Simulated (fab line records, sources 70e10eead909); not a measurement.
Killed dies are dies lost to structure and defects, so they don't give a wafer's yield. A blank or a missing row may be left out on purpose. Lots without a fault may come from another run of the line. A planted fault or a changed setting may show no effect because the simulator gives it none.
A struck lot beside a sound one | flow nand_harc | 15 steps out of a route of 1159
Sound: wafers L193.2, L193.5, L193.6. Struck: wafers L180.1, L180.2, L180.6. The cause comes at the end.
At each step with rows: each side's tool, then ch and its chambers, then its first start. Under that, the readings that differ: sound wafers | struck wafers | difference of the means | sigmas: that difference in standard deviations of wafers without a fault.
alike: readings whose means differ by less than 2 such deviations, and words and numbers that are the same on both sides. not compared: withheld readings, readings that some wafer has no value for, bounds like >300 that may hide the same value, and numbers for which the record gives no deviation and whose values overlap.
The two part at a step that has a row with sigmas, a row that says differs or no value, or rows on one side only. Numbers that don't overlap but have no deviation are shown without sigmas and don't part them. A reading that every wafer of one side lacks parts them only if that side has two wafers or more.

NHARC_A_CHANNEL_HOLE_D1_STRIP_27: strips in O2.
  sound on rie_diel-10 ch 0,1,2; struck on rie_diel-10 ch 0,1,2
  alike: drypump_motor_current_A, oes_product_au, rf_vpp_V, showerhead_plenum_p_Torr, throttle_valve_pct
  not compared: rf_hours_counter_h
then, 2 steps without rows for these wafers: NHARC_A_CHANNEL_HOLE_D1_PRECLEAN_28 (cleans in SC1); NHARC_A_CHANNEL_HOLE_D1_SRD_29.
NHARC_A_CHANNEL_HOLE_D1_CD_MEAS_30:
  sound on cd_sem-02, day 13 00:47; struck on cd_sem-02, day 9 17:14
  alike: cd_nm
NHARC_A_CHANNEL_HOLE_D1_XSEM_31:
  sound on xsem-01 ch 0, day 13 00:52; struck on xsem-01 ch 0, day 9 17:20
  alike: bot_cd_nm, bow_nm, tilt_deg
NHARC_A_CHANNEL_HOLE_D1_INSPECT_40:
  sound on defect_inspect-02, day 13 00:58; struck on defect_inspect-02, day 9 17:25
  alike: raw_defect_count
then, 2 steps without rows for these wafers: NHARC_A_CHANNEL_FILL_D1_PRECLEAN_00 (cleans in SC1); NHARC_A_CHANNEL_FILL_D1_SRD_01.
NHARC_A_CHANNEL_FILL_D1_ALD_02: deposits SiO2, target thk 6 nm, pulse time 10 s, ald cycles 60.
  sound on ald_hk-01 ch 0,2,3, day 13 01:25; struck on ald_hk-02 ch 1,2,3, day 9 17:46
  alike: ald_cycles, heater_power_outer_w, heater_power_w, precursor_pulse_height_rel, susceptor_temp_C
then, 1 step without rows for these wafers: NHARC_A_CHANNEL_FILL_D1_ALD_03 (deposits SiNx, target thk 6 nm, pulse time 60 s, ald cycles 58).
NHARC_A_CHANNEL_FILL_D1_ALD_14: deposits SiO2, target thk 2.5 nm, pulse time 10 s, ald cycles 25.
  sound on ald_hk-02 ch 0,1,3, day 13 07:56; struck on ald_hk-03 ch 0,2,3, day 10 00:47
  alike: ald_cycles, heater_power_outer_w, heater_power_w, precursor_pulse_height_rel, susceptor_temp_C
NHARC_A_CHANNEL_FILL_D1_ALD_15: deposits SiNx, target thk 2 nm, pulse time 60 s, ald cycles 19.
  sound on ald_sin_batch-02 ch 0; struck on ald_sin_batch-03 ch 0
  reading              | sound | struck               | difference                   | sigmas
  susceptor_temp_C (C) | - - - | 629.72 629.83 630.17 | no value on the sound wafers |
  alike: ald_cycles, precursor_pulse_height_rel
NHARC_A_CHANNEL_FILL_D1_ALD_16: deposits SiO2, target thk 1.5 nm, pulse time 10 s, ald cycles 15.
  sound on ald_hk-03 ch 0,1,2, day 13 16:40; struck on ald_hk-01 ch 1,2,3, day 10 06:00
  reading    | sound    | struck   | difference | sigmas
  ald_cycles | 15 15 15 | 17 17 17 | +2         |
  alike: heater_power_outer_w, heater_power_w, precursor_pulse_height_rel, susceptor_temp_C
then, 1 step without rows for these wafers: NHARC_A_CHANNEL_FILL_D1_ANNEAL_17 (time 1800 s).
-- the record jumps here: 10 days lie between the struck wafers' starts before and after (it left off in module A_CHANNEL_FILL_D1 and takes up again in module END, whose first step shown is number 1159 of the route) --
NHARC_END_SORT_01:
  sound on prober-01 ch 0, day 23 14:08; struck on prober-01 ch 0, day 20 16:45
  alike: killed_at_array, killed_at_other, killed_at_periphery, killed_dies, killed_open, killed_short

WHERE THEY PART
Only at NHARC_A_CHANNEL_FILL_D1_ALD_15, within this record. Later steps at which nothing parts them and some readings are alike: NHARC_A_CHANNEL_FILL_D1_ALD_16, NHARC_END_SORT_01.

WHY: what the simulator had put in
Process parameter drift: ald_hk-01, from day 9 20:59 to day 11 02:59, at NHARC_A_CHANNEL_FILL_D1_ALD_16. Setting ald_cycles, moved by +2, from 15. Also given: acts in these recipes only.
